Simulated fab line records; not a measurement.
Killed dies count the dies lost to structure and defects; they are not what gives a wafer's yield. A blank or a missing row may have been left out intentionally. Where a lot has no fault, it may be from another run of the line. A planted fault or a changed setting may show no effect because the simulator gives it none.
Matching of chambers    flow nandHarc    NHARC_A_SGD_CUT_DESCUM_14 on rieDiel-03 has 4 sister chambers
The step chemistry O2, time 3 s. 22 wafers are shown with their chamber, then 11 later ones without.

WAFERS, EACH WITH ITS CHAMBER
wafer   chamber  drypumpMotorCurrentA (A)  oesProductAu (a.u.)  rfVppV (V)
L074.1  1        5.7                       1.018                56.3
L074.3  0        6.1                       1.007                58.2
L074.6  1        5.7                       1.027                57.6
L076.2  3        5.0                       0.998                58.6
L076.4  1        5.7                       1.025                56.8
L076.6  1        5.7                       1.033                58.0
L079.2  0        6.1                       0.997                57.1
L079.3  3        4.9                       0.995                57.5
L079.4  1        5.7                       1.032                57.3
L084.3  2        5.8                       1.026                58.3
L084.4  0        6.1                       0.997                57.3
L084.6  3        4.9                       0.995                58.0
L083.1  1        5.7                       1.034                57.4
L083.3  2        5.8                       1.022                57.4
L083.6  2        5.8                       1.022                56.4
L086.1  3        4.9                       1.002                58.8
L086.3  2        5.8                       1.019                56.9
L086.6  3        4.9                       1.002                58.0
L090.2  3        4.9                       0.990                59.1
L090.5  1        5.7                       1.017                55.6
L090.6  2        5.8                       1.024                57.0
L092.1  3        4.9                       0.996                57.0

SIGNATURES (means of the wafers above)
reading               chamber 0  chamber 1  chamber 2  chamber 3  scatter within a chamber
drypumpMotorCurrentA  6.100      5.700      5.800      4.914      0.0218
oesProductAu          1.00033    1.02657    1.02260    0.99686    0.00525
rfVppV                57.533     57.000     57.200     58.143     0.75
Rule: for each reading, subtract the chamber's mean from the wafer's reading, divide by that reading's scatter and square the result; add these up over the readings and take the root, which gives the wafer's distance from the chamber. If the next closest chamber is less than 2 further off than the closest, the wafer can't be placed; otherwise it belongs to the closest. The scatter is the square root of a quotient: the sum, over the shown wafers, of each reading's squared deviation from its chamber's mean, divided by wafers minus chambers.

WAFERS WITHOUT THEIR CHAMBER
wafer   drypumpMotorCurrentA (A)  oesProductAu (a.u.)  rfVppV (V)
L092.3  5.7                       1.015                56.5
L092.4  5.9                       1.024                57.5
L095.1  5.8                       1.014                58.6
L095.3  6.2                       1.009                58.2
L095.4  4.9                       0.996                57.9
L097.2  4.9                       0.999                58.1
L097.4  5.7                       1.018                56.9
L097.5  5.8                       1.017                57.2
L096.2  6.1                       0.985                59.4
L096.5  5.8                       1.014                57.1
L096.6  4.9                       1.006                56.9

WHICH CHAMBER EACH ONE RAN IN
wafer   from the rows above  in truth
L092.3  1                    1
L092.4  2                    2
L095.1  2                    2
L095.3  0                    0
L095.4  3                    3
L097.2  3                    3
L097.4  1                    1
L097.5  2                    2
L096.2  0                    0
L096.5  2                    2
L096.6  3                    3
Placed correctly: 11 of 11. Can't be placed from these rows: 0. Number placed wrongly: 0.
